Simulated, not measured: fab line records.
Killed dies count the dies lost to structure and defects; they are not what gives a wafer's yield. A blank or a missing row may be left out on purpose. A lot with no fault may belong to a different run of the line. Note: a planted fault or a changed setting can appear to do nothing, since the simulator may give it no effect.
fab line records	flow nandHarc
[record] lots = 24	wafers = 72	lastDay = 33
route steps=1302 shown P_GATE@156 P_CONTACT@233 P_M1@301
lots with no fault: from the same line, run without faults
startH: the number of hours between the record's first day and the start of the first shown wafer of the lot	waitH: hours elapsed since this lot's preceding step	" identical to the entry in the row above	L1.1+2: a row that stands for several wafers	- no value, or no start was given	* or withheld: withheld	< > ~ a bound
route shown NAME@n: NAME is a module with steps in the file, n the number in the route of the first one	usual: mean/standard deviation of fault-free wafers	same: alike in all rows	chamber/n: place in a boat	sites: the reading at each site	_std_site: the values' standard deviation	_edge_site: inner sites' mean taken away from outer sites' mean	radiusMm: how far each site lies from the wafer's centre	mask NAME#n: copy n	behind: the most recent tool/chamber to have shaped the wafer	hold: reason for holding the lot/hours on hold/outcome of the hold	device: the transistor (n, p or np) that didn't switch	end of line: at the end of the route, the tests of the same wafers	step lacking rows: just its recipe	killed: not the wafer's yield, but the dies lost to structure and defects at the first sort	map: a wafer's dies, marking killed ones x, the rest . and places with no die _
set.NAME: the setting that was run; set.NAME@STEP: the one run at that earlier step	model.NAME: the simulator's own value behind a step, which no gauge read
the route's steps for a sample of lots (tables are steps, rows are wafers)
services: when a tool's chamber went out of use (startH, in hours from the record's first day, below 0 if earlier), for how many hours, and the reason
[[steps]]
[step NHARC_P_GATE_ETCHBACK_37]
[recipe] targetDepthA = 345	timeS = 17.2	chf3FlowSccm = 50	o2FlowSccm = 10	arFlowSccm = 200	rfW = 500	biasW = 200	chemistry = CHF3/O2
[usual] drypumpMotorCurrentA = 5.7/0.49	oesProductAu = 0.95/0.034	rfVppV = 370.3/2.1	showerheadPlenumPTorr = 2.39/0.087	throttleValvePct = 20.572/0.0093
[same] timeS = 17.2
lot.wafer	tool	chamber	startH	waitH	drypumpMotorCurrentA	oesProductAu	rfHoursCounterH	rfVppV	showerheadPlenumPTorr	throttleValvePct
L074.1	rieDiel-12	3	-	-	5.2	1.00	0.8	368.2	2.27	20.576
L074.5	"	3	"	"	5.2	1.00	-	367.4	2.27	20.580
L074.6	"	0	"	"	5.3	1.00	-	371.1	2.44	20.578
L075.4	rieDiel-02	0	-	-	5.6	0.92	4.1	372.3	2.47	20.562
L075.5	"	1	"	"	6.0	0.93	-	370.6	2.38	20.570
L075.6	"	2	"	"	6.7	0.92	-	372.0	2.43	20.551
L076.4	rieDiel-04	1	-	-	5.2	0.93	7.8	372.4	2.54	20.557
L076.3	"	2	"	"	6.2	0.92	8.3	370.6	2.48	20.577
L076.1	"	3	"	"	4.9	0.94	7.9	371.8	2.42	20.567
L077.3	rieDiel-04	2	-	-	6.2	0.92	8.3	372.2	2.48	20.580
L077.5	"	3	"	"	4.9	0.94	-	370.8	2.42	20.565
L077.6	"	0	"	"	5.9	0.93	-	366.0	2.26	20.564
L078.4	rieDiel-02	1	-	-	6.1	0.93	6.0	370.7	2.38	20.572
L078.1	"	2	"	"	6.7	0.91	6.0	369.7	2.43	20.561
L078.5	"	1	"	"	6.0	0.93	-	370.2	2.38	20.592
L079.3	rieDiel-12	1	-	-	5.7	0.93	4.2	368.3	2.36	20.571
L079.4	"	2	"	"	5.6	0.94	3.3	369.3	2.34	20.584
L079.6	"	1	"	"	5.7	0.93	-	371.1	2.36	20.556
L080.1	rieDiel-04	0	-	-	6.0	1.00	8.5	368.4	2.26	20.563
L080.5	"	0	"	"	5.9	1.00	-	366.4	2.26	20.582
L080.6	"	1	"	"	5.1	0.98	-	371.8	2.54	20.579
L081.1	rieDiel-04	1	-	-	5.2	0.92	9.0	375.4	2.54	20.577
L081.2	"	0	"	"	5.9	0.93	8.8	368.7	2.26	20.569
L081.5	"	2	"	"	6.2	1.00	-	373.8	2.48	20.574
L082.3	rieDiel-12	3	-	-	5.2	0.93	3.8	366.7	2.27	20.582
L082.1	"	1	"	"	5.7	0.95	5.2	369.6	2.36	20.566
L082.6	"	3	"	"	5.2	0.95	-	366.6	2.27	20.572
L083.3	rieDiel-04	3	-	-	4.9	1.01	0.4	371.4	2.42	20.595
L083.1	"	0	"	"	6.0	1.01	0.4	368.8	2.26	20.569
L083.4	"	3	"	"	4.9	1.00	-	370.4	2.42	20.579
L084.3	rieDiel-12	1	-	-	5.6	1.00	7.1	370.2	2.36	20.560
L084.1	"	2	"	"	5.6	1.00	5.6	369.7	2.34	20.578
L084.2	"	0	"	"	5.3	1.00	6.3	369.7	2.43	20.577
L085.3	rieDiel-04	1	-	-	5.2	0.91	0.5	373.2	2.54	20.574
L085.6	"	1	"	"	5.2	0.92	-	373.6	2.54	20.575
L085.5	"	2	"	"	6.2	0.93	-	371.8	2.48	20.565
L086.2	rieDiel-04	0	-	-	6.0	0.99	1.1	367.3	2.26	20.577
L086.5	"	0	"	"	6.0	0.99	-	366.4	2.26	20.571
L086.6	"	1	"	"	5.2	0.98	-	374.4	2.54	20.561
L087.3	rieDiel-02	1	-	-	6.1	0.96	0.2	370.3	2.38	20.569
L087.4	"	3	"	"	5.9	0.94	0.5	368.8	2.33	20.580
L087.5	"	1	"	"	6.1	0.96	-	370.7	2.38	20.588
L088.2	rieDiel-12	0	-	-	5.3	0.94	9.9	370.8	2.43	20.575
L088.5	"	1	"	"	5.7	0.94	-	369.8	2.36	20.576
L088.6	"	2	"	"	5.6	0.92	-	368.5	2.33	20.579
L089.2	rieDiel-02	2	-	-	6.7	0.97	1.4	371.0	2.42	20.569
L089.4	"	0	"	"	5.7	0.97	2.1	371.1	2.46	20.567
L089.1	"	1	"	"	6.1	0.99	1.7	370.1	2.38	20.586
L090.2	rieDiel-02	0	-	-	5.6	0.92	2.4	371.5	2.46	20.578
L090.4	"	2	"	"	6.7	0.93	1.6	369.5	2.42	20.573
L090.1	"	3	"	"	5.9	0.94	2.1	369.5	2.33	20.567
L091.2	rieDiel-04	3	-	-	4.9	0.98	4.3	371.2	2.42	20.553
L091.4	"	0	"	"	5.9	1.00	4.4	367.2	2.26	20.571
L091.3	"	2	"	"	6.2	1.01	3.5	372.8	2.48	20.572
L092.1	rieDiel-02	0	-	-	5.6	0.91	3.8	372.0	2.46	20.573
L092.3	"	1	"	"	6.1	0.94	3.0	370.7	2.38	20.571
L092.6	"	1	"	"	6.0	0.95	-	370.0	2.38	20.577
L093.4	rieDiel-02	1	-	-	6.1	1.01	3.0	370.7	2.38	20.576
L093.5	"	0	"	"	5.7	0.97	-	371.5	2.46	20.582
L093.6	"	1	"	"	6.0	1.02	-	372.2	2.38	20.568
L094.4	rieDiel-12	1	-	-	5.7	0.93	0.9	369.8	2.36	20.580
L094.1	"	2	"	"	5.5	0.94	1.5	368.8	2.33	20.584
L094.2	"	3	"	"	5.3	0.91	1.4	367.4	2.27	20.582
L095.1	rieDiel-04	0	-	-	6.0	0.92	5.7	366.0	2.25	20.564
L095.4	"	2	"	"	6.2	0.94	5.5	370.1	2.48	20.550
L095.3	"	3	"	"	4.9	0.91	5.7	370.8	2.42	20.557
L096.1	rieDiel-12	3	-	-	5.2	0.97	4.4	367.5	2.27	20.559
L096.3	"	0	"	"	5.3	0.99	4.3	371.6	2.43	20.573
L096.5	"	2	"	"	5.5	1.00	-	368.2	2.33	20.564
L097.3	rieDiel-04	0	-	-	5.9	0.94	7.3	368.3	2.25	20.570
L097.4	"	3	"	"	4.9	0.92	7.3	370.7	2.42	20.571
L097.5	"	1	"	"	5.1	0.92	-	373.6	2.54	20.573
[step NHARC_P_GATE_STRIP_101]
[recipe] timeS = 20	o2FlowSccm = 500	arFlowSccm = 0	biasW = 0	chemistry = O2
[usual] drypumpMotorCurrentA = 5.7/0.48	oesProductAu = 1.001/0.011	rfVppV = 57.8/0.95	showerheadPlenumPTorr = 3.51/0.12	throttleValvePct = 17.036/0.0086
[same] timeS = 20
lot.wafer	tool	chamber	startH	waitH	drypumpMotorCurrentA	oesProductAu	rfHoursCounterH	rfVppV	showerheadPlenumPTorr	throttleValvePct
L074.1	rieDiel-12	2	117.67	0.1	5.6	1.001	0.7	58.1	3.44	17.036
L074.6	"	1	"	"	5.7	1.000	-	56.9	3.47	17.047
L074.5	"	2	"	"	5.6	1.007	-	57.4	3.44	17.038
L075.4	rieDiel-02	2	119.30	0.1	6.7	0.993	4.6	56.4	3.56	17.041
L075.6	"	1	"	"	6.0	1.004	-	58.5	3.50	17.040
L075.5	"	2	"	"	6.7	0.972	-	57.4	3.56	17.022
L076.3	rieDiel-04	0	132.86	0.1	5.9	1.012	7.5	58.0	3.32	17.028
L076.4	"	1	"	"	5.2	0.995	7.8	60.5	3.73	17.031
L076.1	"	3	"	"	4.9	0.986	7.9	58.8	3.56	17.023
L077.3	rieDiel-04	3	138.44	0.1	4.9	1.000	8.0	57.1	3.56	17.050
L077.6	"	3	"	"	4.9	1.010	-	57.7	3.56	17.038
L077.5	"	0	"	"	5.9	1.008	-	57.0	3.32	17.030
L078.4	rieDiel-02	2	148.40	0.1	6.7	0.980	6.1	57.8	3.56	17.038
L078.1	"	1	"	"	6.1	1.005	6.0	59.5	3.50	17.033
L078.5	"	3	"	"	5.9	1.000	-	55.9	3.43	17.039
L079.3	rieDiel-12	3	162.13	0.4	5.2	1.000	3.2	56.8	3.34	17.031
L079.4	"	0	"	"	5.3	1.003	3.8	57.1	3.58	17.042
L079.6	"	2	"	"	5.5	1.005	-	58.3	3.44	17.031
L080.1	rieDiel-04	1	163.15	0.1	5.2	0.998	8.8	58.7	3.72	17.042
L080.5	"	3	"	"	4.9	0.996	-	57.5	3.55	17.032
L080.6	"	0	"	"	5.9	1.012	-	56.2	3.32	17.037
L081.2	rieDiel-04	3	175.88	0.1	4.9	1.008	9.6	59.4	3.56	17.041
L081.1	"	0	"	"	5.9	1.023	8.8	58.4	3.32	17.019
L081.5	"	2	"	"	6.2	0.999	-	58.4	3.64	17.046
L082.1	rieDiel-12	3	188.98	0.1	5.2	0.991	3.8	59.0	3.34	17.019
L082.3	"	1	"	"	5.7	1.006	5.2	55.6	3.47	17.032
L082.6	"	0	"	"	5.3	1.001	-	55.8	3.57	17.038
L083.1	rieDiel-04	2	200.66	0.1	6.2	0.993	0.2	58.0	3.64	17.019
L083.3	"	3	"	"	4.9	0.992	0.4	59.2	3.55	17.032
L083.4	"	0	"	"	5.9	1.000	-	56.7	3.32	17.030
L084.2	rieDiel-12	2	207.82	0.1	5.6	1.012	5.6	57.5	3.43	17.037
L084.1	"	3	"	"	5.3	1.004	5.1	58.0	3.34	17.037
L084.3	"	1	"	"	5.6	0.996	7.1	57.4	3.47	17.045
L085.3	rieDiel-04	2	217.82	0.1	6.2	1.006	0.6	59.2	3.64	17.039
L085.5	"	0	"	"	5.9	1.005	-	58.7	3.32	17.039
L085.6	"	1	"	"	5.2	0.991	-	58.3	3.72	17.030
L086.2	rieDiel-04	2	225.79	0.1	6.2	0.989	1.3	58.9	3.64	17.027
L086.6	"	0	"	"	5.9	0.995	-	55.9	3.32	17.022
L086.5	"	1	"	"	5.2	0.977	-	58.2	3.72	17.040
L087.4	rieDiel-02	0	236.18	0.1	5.6	0.998	0.5	59.2	3.62	17.039
L087.3	"	2	"	"	6.7	1.001	0.3	57.2	3.56	17.043
L087.5	"	1	"	"	6.1	1.018	-	56.7	3.49	17.039
L088.2	rieDiel-12	2	252.32	0.1	5.6	0.998	10.3	58.4	3.43	17.038
L088.5	"	1	"	"	5.6	1.016	-	56.2	3.47	17.046
L088.6	"	2	"	"	5.6	1.001	-	57.2	3.43	17.030
L089.1	rieDiel-02	0	255.93	0.1	5.6	0.977	2.2	59.4	3.62	17.033
L089.4	"	2	"	"	6.7	1.005	1.4	57.8	3.56	17.035
L089.2	"	3	"	"	5.9	1.008	1.9	57.0	3.42	17.039
L090.2	rieDiel-02	0	268.66	0.1	5.6	0.985	2.4	57.6	3.62	17.047
L090.4	"	1	"	"	6.1	1.020	1.9	58.1	3.49	17.032
L090.1	"	2	"	"	6.7	1.009	1.6	58.1	3.56	17.036
L091.2	rieDiel-04	1	277.35	0.1	5.2	0.995	3.5	59.0	3.72	17.051
L091.4	"	2	"	"	6.2	1.014	3.5	58.4	3.64	17.027
L091.3	"	3	"	"	4.9	0.987	4.3	57.8	3.55	17.043
L092.1	rieDiel-02	2	289.88	0.1	6.7	1.002	3.2	57.2	3.56	17.048
L092.3	"	3	"	"	5.9	0.999	4.0	56.2	3.42	17.038
L092.6	"	2	"	"	6.7	1.014	-	56.7	3.56	17.032
L093.4	rieDiel-02	3	294.24	0.1	5.9	1.007	4.0	58.1	3.42	17.039
L093.6	"	3	"	"	5.9	0.999	-	58.1	3.42	17.048
L093.5	"	0	"	"	5.6	0.968	-	56.4	3.61	17.039
L094.1	rieDiel-12	3	313.10	0.1	5.2	0.991	1.4	56.7	3.33	17.033
L094.4	"	0	"	"	5.3	0.997	0.9	59.1	3.57	17.042
L094.2	"	2	"	"	5.6	1.014	1.5	59.6	3.43	17.035
L095.4	rieDiel-04	0	313.12	0.1	5.9	1.004	5.7	56.5	3.32	17.027
L095.3	"	1	"	"	5.2	0.979	5.5	59.1	3.72	17.035
L095.1	"	2	"	"	6.2	1.012	5.5	57.5	3.63	17.051
L096.1	rieDiel-12	2	334.56	0.1	5.6	1.023	3.6	57.2	3.43	17.024
L096.3	"	0	"	"	5.3	1.003	4.3	58.9	3.57	17.046
L096.5	"	1	"	"	5.7	1.019	-	56.5	3.47	17.048
L097.3	rieDiel-04	3	342.22	0.1	4.9	0.989	7.3	57.8	3.55	17.048
L097.4	"	1	"	"	5.2	1.001	7.3	58.2	3.72	17.047
L097.5	"	3	"	"	4.9	0.986	-	58.7	3.55	17.032
[step NHARC_P_GATE_CD_MEAS_91]
[recipe] targetCdNm = 2000	landingEnergyEv = 500
[usual] cdNm = 2000.6/1.7
lot.wafer	tool	chamber	startH	waitH	cdNm
L074.1	cdSem-01	0	121.98	-	1999.4
L074.5	"	0	"	"	1999.7
L074.6	"	0	"	"	2001.8
L075.4	cdSem-03	0	123.46	-	1997.4
L075.5	"	0	"	"	1998.2
L075.6	"	0	"	"	1999.9
L076.1	cdSem-01	0	137.00	-	1998.5
L076.3	"	0	"	"	2000.2
L076.4	"	0	"	"	2002.1
L077.3	cdSem-03	0	142.58	-	1997.0
L077.5	"	0	"	"	1997.9
L077.6	"	0	"	"	2000.5
L078.1	cdSem-02	0	152.82	-	1999.3
L078.4	"	0	"	"	1998.8
L078.5	"	0	"	"	1997.7
L079.3	cdSem-01	0	166.74	-	2000.6
L079.4	"	0	"	"	2000.4
L079.6	"	0	"	"	1998.1
L080.1	cdSem-02	0	167.42	-	1999.6
L080.5	"	0	"	"	2001.3
L080.6	"	0	"	"	2001.0
L081.1	cdSem-03	0	180.15	-	2000.8
L081.2	"	0	"	"	2000.3
L081.5	"	0	"	"	2004.3
L082.1	cdSem-02	0	193.03	-	2001.6
L082.3	"	0	"	"	2000.0
L082.6	"	0	"	"	1999.8
L083.1	cdSem-01	0	204.81	-	2004.8
L083.3	"	0	"	"	2002.2
L083.4	"	0	"	"	2002.2
L084.1	cdSem-03	0	212.24	-	2003.1
L084.2	"	0	"	"	2000.9
L084.3	"	0	"	"	2002.7
L085.3	cdSem-02	0	222.20	-	2000.1
L085.5	"	0	"	"	2001.1
L085.6	"	0	"	"	1998.2
L086.2	cdSem-02	0	230.17	-	2000.1
L086.5	"	0	"	"	1997.7
L086.6	"	0	"	"	2000.3
L087.3	cdSem-03	0	240.48	-	2002.2
L087.4	"	0	"	"	2002.4
L087.5	"	0	"	"	2000.1
L088.2	cdSem-03	0	256.59	-	2002.7
L088.5	"	0	"	"	2001.7
L088.6	"	0	"	"	2000.8
L089.1	cdSem-02	0	260.70	-	2001.2
L089.2	"	0	"	"	1998.2
L089.4	"	0	"	"	1999.3
L090.1	cdSem-02	0	272.92	-	1999.0
L090.2	"	0	"	"	2000.6
L090.4	"	0	"	"	1999.8
L091.2	cdSem-02	0	281.61	-	2000.5
L091.3	"	0	"	"	2000.5
L091.4	"	0	"	"	2001.0
L092.1	cdSem-01	0	294.00	-	1999.1
L092.3	"	0	"	"	1999.3
L092.6	"	0	"	"	1999.7
L093.4	cdSem-03	0	298.64	-	2000.6
L093.5	"	0	"	"	2002.6
L093.6	"	0	"	"	2000.4
L094.1	cdSem-02	0	317.48	-	2003.7
L094.2	"	0	"	"	2000.3
L094.4	"	0	"	"	2000.3
L095.1	cdSem-01	0	317.56	-	2001.6
L095.3	"	0	"	"	1999.9
L095.4	"	0	"	"	1999.8
L096.1	cdSem-02	0	338.71	-	2002.3
L096.3	"	0	"	"	2002.3
L096.5	"	0	"	"	2001.3
L097.3	cdSem-02	0	346.49	-	1997.3
L097.4	"	0	"	"	1998.2
L097.5	"	0	"	"	1999.0
[step NHARC_P_CONTACT_OVL_MEAS_13]
[usual] overlayXNm = -0.1/0.93	overlayYNm = 0.2/0.77
lot.wafer	tool	chamber	startH	waitH	overlayXNm	overlayYNm
L074.1	overlay-01	-	126.77	-	0.7	0.9
L074.5	"	-	"	"	0.3	0.8
L074.6	"	-	"	"	0.2	1.1
L075.4	overlay-01	-	128.37	-	0.1	0.0
L075.5	"	-	"	"	-0.1	-0.2
L075.6	"	-	"	"	-0.2	-0.8
L076.1	overlay-02	-	141.81	-	0.4	1.2
L076.3	"	-	"	"	0.1	0.3
L076.4	"	-	"	"	-0.3	0.9
L077.3	overlay-02	-	147.47	-	-0.4	0.1
L077.5	"	-	"	"	-0.7	-0.1
L077.6	"	-	"	"	-0.1	0.4
L078.1	overlay-01	-	157.87	-	0.6	0.2
L078.4	"	-	"	"	1.4	-0.4
L078.5	"	-	"	"	0.8	-0.1
L079.3	overlay-01	-	171.38	-	-1.0	-1.0
L079.4	"	-	"	"	-0.5	-1.0
L079.6	"	-	"	"	-0.7	-0.5
L080.1	overlay-01	-	172.73	-	-2.5	-0.1
L080.5	"	-	"	"	-2.0	0.1
L080.6	"	-	"	"	-3.5	-0.1
L081.1	overlay-01	-	184.91	-	0.2	1.1
L081.2	"	-	"	"	-0.1	0.9
L081.5	"	-	"	"	0.1	1.1
L082.1	overlay-02	-	197.67	-	1.7	1.0
L082.3	"	-	"	"	1.4	0.8
L082.6	"	-	"	"	1.0	0.3
L083.1	overlay-02	-	210.22	-	-0.7	-0.3
L083.3	"	-	"	"	-0.2	-0.4
L083.4	"	-	"	"	0.3	-0.6
L084.1	overlay-02	-	216.91	-	-0.5	0.2
L084.2	"	-	"	"	-0.9	0.7
L084.3	"	-	"	"	-0.6	0.2
L085.3	overlay-01	-	226.95	-	-1.3	-0.1
L085.5	"	-	"	"	-1.7	0.4
L085.6	"	-	"	"	-1.0	0.0
L086.2	overlay-01	-	235.11	-	0.9	-0.3
L086.5	"	-	"	"	0.8	0.1
L086.6	"	-	"	"	1.1	0.1
L087.3	overlay-02	-	245.51	-	-0.9	1.0
L087.4	"	-	"	"	-1.4	0.9
L087.5	"	-	"	"	-0.9	1.3
L088.2	overlay-02	-	261.35	-	0.7	-0.1
L088.5	"	-	"	"	0.4	0.1
L088.6	"	-	"	"	0.5	0.0
L089.1	overlay-01	-	265.33	-	-0.3	-0.9
L089.2	"	-	"	"	-0.2	-1.8
L089.4	"	-	"	"	-0.4	-1.4
L090.1	overlay-01	-	277.82	-	-0.1	-0.2
L090.2	"	-	"	"	0.3	0.0
L090.4	"	-	"	"	0.2	-0.4
L091.2	overlay-01	-	286.79	-	-0.9	-0.6
L091.3	"	-	"	"	-1.2	-1.2
L091.4	"	-	"	"	-0.5	-0.6
L092.1	overlay-02	-	298.88	-	0.8	1.1
L092.3	"	-	"	"	1.0	1.1
L092.6	"	-	"	"	0.9	1.1
L093.4	overlay-01	-	303.26	-	-0.6	1.2
L093.5	"	-	"	"	0.2	1.2
L093.6	"	-	"	"	-0.8	1.3
L094.1	overlay-02	-	322.12	-	-0.5	-1.4
L094.2	"	-	"	"	-1.0	-0.7
L094.4	"	-	"	"	-1.0	-0.5
L095.1	overlay-02	-	322.34	-	-0.5	1.3
L095.3	"	-	"	"	-0.8	1.4
L095.4	"	-	"	"	-0.5	1.7
L096.1	overlay-02	-	343.35	-	1.7	1.0
L096.3	"	-	"	"	1.6	1.4
L096.5	"	-	"	"	1.0	1.2
L097.3	overlay-02	-	351.32	-	0.3	1.0
L097.4	"	-	"	"	0.0	0.2
L097.5	"	-	"	"	0.3	0.5
[step NHARC_P_M1_CD_MEAS_16]
[usual] cdNm = 130.4/0.73
lot.wafer	tool	chamber	startH	waitH	cdNm
L074.1	cdSem-01	-	135.41	-	131.3
L074.5	"	-	"	"	131.0
L074.6	"	-	"	"	130.8
L075.4	cdSem-03	-	137.03	-	130.2
L075.5	"	-	"	"	131.5
L075.6	"	-	"	"	128.8
L076.1	cdSem-03	-	150.64	-	130.3
L076.3	"	-	"	"	131.4
L076.4	"	-	"	"	130.1
L077.3	cdSem-03	-	156.04	-	131.1
L077.5	"	-	"	"	130.2
L077.6	"	-	"	"	130.3
L078.1	cdSem-03	-	166.98	-	130.6
L078.4	"	-	"	"	130.9
L078.5	"	-	"	"	131.0
L079.3	cdSem-01	-	180.46	-	129.1
L079.4	"	-	"	"	130.0
L079.6	"	-	"	"	130.3
L080.1	cdSem-03	-	181.23	-	130.6
L080.5	"	-	"	"	131.5
L080.6	"	-	"	"	131.5
L081.1	cdSem-01	-	193.54	-	131.0
L081.2	"	-	"	"	131.2
L081.5	"	-	"	"	131.3
L082.1	cdSem-02	-	206.31	-	130.3
L082.3	"	-	"	"	131.1
L082.6	"	-	"	"	130.8
L083.1	cdSem-03	-	218.88	-	129.3
L083.3	"	-	"	"	130.8
L083.4	"	-	"	"	130.2
L084.1	cdSem-01	-	225.52	-	131.3
L084.2	"	-	"	"	129.4
L084.3	"	-	"	"	130.7
L085.3	cdSem-02	-	235.79	-	131.7
L085.5	"	-	"	"	131.5
L085.6	"	-	"	"	130.8
L086.2	cdSem-03	-	243.62	-	130.5
L086.5	"	-	"	"	131.2
L086.6	"	-	"	"	130.4
L087.3	cdSem-03	-	254.07	-	131.4
L087.4	"	-	"	"	131.1
L087.5	"	-	"	"	130.7
L088.2	cdSem-01	-	270.19	-	130.6
L088.5	"	-	"	"	129.1
L088.6	"	-	"	"	129.7
L089.1	cdSem-02	-	273.94	-	130.8
L089.2	"	-	"	"	131.8
L089.4	"	-	"	"	130.2
L090.1	cdSem-02	-	286.38	-	129.2
L090.2	"	-	"	"	129.8
L090.4	"	-	"	"	131.3
L091.2	cdSem-03	-	296.38	-	129.0
L091.3	"	-	"	"	130.0
L091.4	"	-	"	"	130.5
L092.1	cdSem-03	-	307.76	-	130.7
L092.3	"	-	"	"	130.9
L092.6	"	-	"	"	130.3
L093.4	cdSem-01	-	311.87	-	129.8
L093.5	"	-	"	"	131.5
L093.6	"	-	"	"	129.2
L094.1	cdSem-03	-	330.69	-	129.1
L094.2	"	-	"	"	131.2
L094.4	"	-	"	"	129.6
L095.1	cdSem-01	-	331.59	-	130.3
L095.3	"	-	"	"	129.7
L095.4	"	-	"	"	130.4
L096.1	cdSem-03	-	352.23	-	130.5
L096.3	"	-	"	"	129.0
L096.5	"	-	"	"	130.1
L097.3	cdSem-02	-	359.96	-	129.0
L097.4	"	-	"	"	130.7
L097.5	"	-	"	"	130.0
[step NHARC_P_M1_STRIP_18]
[recipe] powerW = 1000	n2FlowSccm = 150	h2FlowSccm = 150	arFlowSccm = 0	biasW = 0	chemistry = N2/H2
[usual] drypumpMotorCurrentA = 5.6/0.37	oesProductAu = 0.999/0.01	rfVppV = 90.5/0.98	showerheadPlenumPTorr = 2.03/0.096	throttleValvePct = 14.171/0.0092
lot.wafer	tool	chamber	startH	waitH	drypumpMotorCurrentA	oesProductAu	rfHoursCounterH	rfVppV	showerheadPlenumPTorr	throttleValvePct
L074.1	rieDiel-07	3	135.51	0.1	5.3	0.997	1	90.2	2.04	14.168
L074.6	"	2	"	"	5.2	1.002	-	90.9	2.15	14.180
L074.5	"	3	"	"	5.3	1.003	-	89.0	2.03	14.180
L075.4	rieDiel-09	3	137.17	0.1	5.5	0.987	13	88.3	1.89	14.174
L075.5	"	0	"	"	6.3	0.995	-	91.8	2.06	14.174
L075.6	"	1	"	"	5.2	1.005	-	92.3	1.93	14.171
L076.1	rieDiel-03	0	150.72	0.1	5.2	0.992	3	90.6	2.02	14.194
L076.4	"	2	"	"	5.8	1.016	3	90.5	2.11	14.175
L076.3	"	3	"	"	5.7	1.004	3	90.0	1.99	14.171
L077.3	rieDiel-09	2	156.17	0.1	5.7	0.999	0	91.3	2.16	14.165
L077.6	"	0	"	"	6.3	0.980	-	91.6	2.06	14.177
L077.5	"	1	"	"	5.2	0.995	-	89.6	1.93	14.168
L078.1	rieDiel-09	0	167.06	0.1	6.3	0.992	2	90.7	2.06	14.187
L078.4	"	1	"	"	5.2	1.009	2	91.2	1.93	14.169
L078.5	"	1	"	"	5.2	0.994	-	89.8	1.93	14.164
L079.3	rieDiel-03	1	180.55	0.1	5.8	1.010	5	90.5	1.91	14.178
L079.4	"	2	"	"	5.8	1.015	5	92.0	2.11	14.158
L079.6	"	0	"	"	5.2	0.987	-	90.2	2.02	14.165
L080.1	rieDiel-09	0	181.33	0.1	6.3	0.987	3	90.8	2.06	14.177
L080.6	"	3	"	"	5.5	1.004	-	90.9	1.89	14.169
L080.5	"	0	"	"	6.3	0.988	-	91.9	2.06	14.165
L081.1	rieDiel-07	1	193.67	0.1	5.0	0.977	23	91.1	2.11	14.165
L081.2	"	2	"	"	5.2	0.996	19	92.0	2.14	14.184
L081.5	"	3	"	"	5.2	0.999	-	91.0	2.03	14.158
L082.3	rieDiel-03	3	206.44	0.1	5.7	1.021	6	90.3	1.99	14.171
L082.1	"	0	"	"	5.2	0.987	7	90.5	2.02	14.166
L082.6	"	1	"	"	5.8	1.015	-	88.6	1.91	14.168
L083.3	rieDiel-07	0	218.95	0.1	6.2	1.003	22	92.0	2.19	14.180
L083.4	"	1	"	"	5.0	0.996	26	91.0	2.11	14.165
L083.1	"	3	"	"	5.2	1.002	21	91.2	2.03	14.168
L084.3	rieDiel-03	1	225.59	0.1	5.9	1.013	7	89.5	1.91	14.165
L084.2	"	2	"	"	5.8	1.005	7	91.6	2.11	14.183
L084.1	"	0	"	"	5.2	0.993	7	90.7	2.02	14.169
L085.3	rieDiel-03	0	235.91	0.1	5.2	0.998	8	90.8	2.02	14.167
L085.5	"	2	"	"	5.8	1.006	-	91.2	2.11	14.168
L085.6	"	3	"	"	5.7	1.017	-	90.7	1.99	14.157
L086.2	rieDiel-09	0	243.69	0.1	6.3	0.978	10	90.3	2.06	14.162
L086.5	"	0	"	"	6.3	0.981	-	90.2	2.06	14.169
L086.6	"	1	"	"	5.2	0.996	-	88.7	1.92	14.189
L087.4	rieDiel-09	2	254.14	0.1	5.7	1.014	9	91.3	2.16	14.172
L087.3	"	3	"	"	5.5	0.995	10	88.1	1.89	14.166
L087.5	"	2	"	"	5.7	0.994	-	91.8	2.16	14.152
L088.2	rieDiel-03	1	270.34	0.1	5.8	1.004	10	90.8	1.90	14.172
L088.6	"	2	"	"	5.8	1.011	-	90.1	2.11	14.176
L088.5	"	3	"	"	5.7	1.011	-	89.0	1.99	14.174
L089.2	rieDiel-07	0	274.02	0.1	6.2	0.992	43	90.8	2.18	14.168
L089.1	"	2	"	"	5.2	0.997	41	91.3	2.13	14.158
L089.4	"	3	"	"	5.3	1.012	42	90.9	2.02	14.181
L090.2	rieDiel-09	0	286.48	0.1	6.3	0.985	13	91.5	2.06	14.162
L090.1	"	1	"	"	5.2	0.997	14	90.3	1.92	14.184
L090.4	"	2	"	"	5.7	1.006	13	91.2	2.16	14.168
L091.3	rieDiel-09	0	296.48	0.1	6.3	0.998	14	90.7	2.06	14.169
L091.2	"	1	"	"	5.2	0.983	15	89.2	1.92	14.177
L091.4	"	2	"	"	5.7	0.994	14	92.3	2.16	14.167
L092.1	rieDiel-03	0	307.89	0.1	5.2	0.992	1	90.5	2.02	14.169
L092.3	"	1	"	"	5.9	1.004	1	88.5	1.90	14.177
L092.6	"	3	"	"	5.7	1.013	-	90.3	1.99	14.175
L093.4	rieDiel-09	0	312.02	0.1	6.3	0.978	15	90.7	2.06	14.167
L093.5	"	1	"	"	5.2	0.983	-	89.8	1.92	14.183
L093.6	"	2	"	"	5.7	1.000	-	91.4	2.16	14.175
L094.4	rieDiel-03	3	330.76	0.1	5.7	1.009	3	89.9	1.99	14.168
L094.2	"	0	"	"	5.2	0.993	3	90.3	2.02	14.167
L094.1	"	2	"	"	5.8	1.002	3	91.7	2.10	14.162
L095.3	rieDiel-03	2	331.66	0.1	5.8	0.996	3	90.8	2.10	14.169
L095.4	"	3	"	"	5.7	1.008	3	89.3	1.99	14.173
L095.1	"	0	"	"	5.2	0.997	3	92.3	2.02	14.173
L096.3	rieDiel-09	0	352.36	0.1	6.3	0.989	2	89.4	2.06	14.178
L096.1	"	1	"	"	5.2	1.006	2	87.6	1.92	14.190
L096.5	"	2	"	"	5.7	0.996	-	89.7	2.16	14.165
L097.3	rieDiel-03	1	360.03	0.1	5.8	1.008	4	89.8	1.90	14.190
L097.4	"	0	"	"	5.2	1.000	5	89.9	2.02	14.177
L097.5	"	2	"	"	5.8	1.000	-	90.1	2.10	14.176
[[services]]
tool	chamber	startH	hours	kind
rieDiel-03	-	104.30	9.0	pm
rieDiel-04	0	107.90	-	clean
rieDiel-04	1	107.90	-	clean
rieDiel-07	-	117.20	9.0	pm
rieDiel-07	0	127.55	1.2	repair
rieDiel-03	3	136.12	1.7	repair
rieDiel-12	2	136.48	6.3	repair
rieDiel-09	-	143.10	9.0	pm
rieDiel-04	2	148.33	13.3	repair
rieDiel-03	1	151.46	1.2	repair
rieDiel-04	-	178.42	9.0	pm
rieDiel-07	2	184.42	8.1	repair
rieDiel-04	1	192.05	9.7	repair
rieDiel-12	3	195.10	1.4	repair
rieDiel-03	3	198.40	5.8	repair
rieDiel-02	-	216.70	9.0	pm
rieDiel-09	2	218.79	4.5	repair
rieDiel-09	0	239.80	1.7	repair
rieDiel-04	-	249.40	2.7	repair
rieDiel-12	-	268.42	9.0	pm
rieDiel-03	-	281.30	9.0	pm
rieDiel-07	-	294.28	9.0	pm
rieDiel-09	-	320.10	9.0	pm
rieDiel-04	-	355.42	9.0	pm
[[key]]
fault none
